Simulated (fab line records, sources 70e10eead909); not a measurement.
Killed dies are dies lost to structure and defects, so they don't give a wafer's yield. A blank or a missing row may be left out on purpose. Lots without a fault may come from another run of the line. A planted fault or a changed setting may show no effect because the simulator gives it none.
One fault seen from 3 desks | flow nand_harc | each desk has only its own numbers; what lay behind them comes last

THE DEFECT DESK
What the inspections along the route counted, lot by lot: means of the sampled wafers that have a number. A lot is out of limits, marked OUT, if its mean lies more than 4 standard deviations from the usual mean; the brackets give that distance.
Columns: A = raw_defect_count at NHARC_A_CHANNEL_FILL_D1_INSPECT_13, usual 330
lot  | first seen here | A
L405 | day 11 05:28    | 442
L406 | day 11 16:23    | 290
L408 | day 12 15:20    | 250
L409 | day 12 15:21    | 243
L410 | day 13 15:25    | 270
L416 | day 16 03:41    | 434
L417 | day 16 19:07    | 254
L419 | day 16 22:44    | 300
L422 | day 18 11:24    | 268
L425 | day 19 17:05    | 342
L426 | day 19 21:31    | 169
L427 | day 20 15:49    | 509
This desk's finding: nothing out of limits on any of the 12 lots.

THE TOOL OWNER'S DESK: pecvd_onon-02
The tool's own readings at NHARC_A_ONON_D2_DEP_25 (target thk 1000 nm): means of the sampled wafers that have a number, for each lot that ran on this tool. A lot is out of limits, marked OUT, if its mean lies more than 4 standard deviations from the usual mean; the brackets give that distance.
Columns: A = sih4_flow_sccm at NHARC_A_ONON_D2_DEP_25, usual 209.9 sccm
lot  | first seen here | A
L408 | day 14 14:01    | 211.0
L410 | day 15 08:38    | 209.7
L416 | day 18 05:40    | 210.1
L417 | day 18 19:50    | 209.9
This desk's finding: nothing out of limits on any of the 4 lots.

THE METROLOGY DESK
What the gauges read, lot by lot, whatever tool the lot ran on: means of the sampled wafers that have a number. A lot is out of limits, marked OUT, if its mean lies more than 4 standard deviations from the usual mean; the brackets give that distance.
Columns: A = thk_nm at NHARC_A_ONON_D2_THK_MEAS_27, usual 1000 nm
lot  | first seen here | A
L405 | day 13 03:57    | 1000
L406 | day 13 13:09    | 1007
L408 | day 14 14:28    | 1020
L409 | day 14 14:28    | 1004
L410 | day 15 09:02    | 979
L416 | day 18 06:08    | 668 (-36) OUT
L417 | day 18 20:20    | 662 (-36) OUT
L419 | day 18 20:21    | 1002
L422 | day 20 16:29    | 985
L425 | day 21 20:25    | 1010
L426 | day 22 03:05    | 993
L427 | day 22 15:39    | 1002
This desk's finding: out of limits on L416, L417; first on L416, day 18 06:08 (thk_nm at NHARC_A_ONON_D2_THK_MEAS_27). In limits: L405, L406, L408, L409, L410, L419, L422, L425, L426, L427.

PUT TOGETHER
The metrology desk could have raised an alarm at day 18 06:08, on L416, L417.
The defect desk saw nothing out of limits.
The tool owner's desk saw nothing out of limits.
The defect desk has L416, L417 on record, within its limits.
The tool owner's desk has L416, L417 on record, within its limits.
Of the lots named, all ran NHARC_A_ONON_D2_DEP_25 on pecvd_onon-02.

WHAT THE SIMULATOR HAD PUT IN
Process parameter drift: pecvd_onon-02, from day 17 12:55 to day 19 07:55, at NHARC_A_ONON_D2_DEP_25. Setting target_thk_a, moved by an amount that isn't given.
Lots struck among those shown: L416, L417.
Hours from the fault's start to each desk's first reading out of limits: the metrology desk, 17.
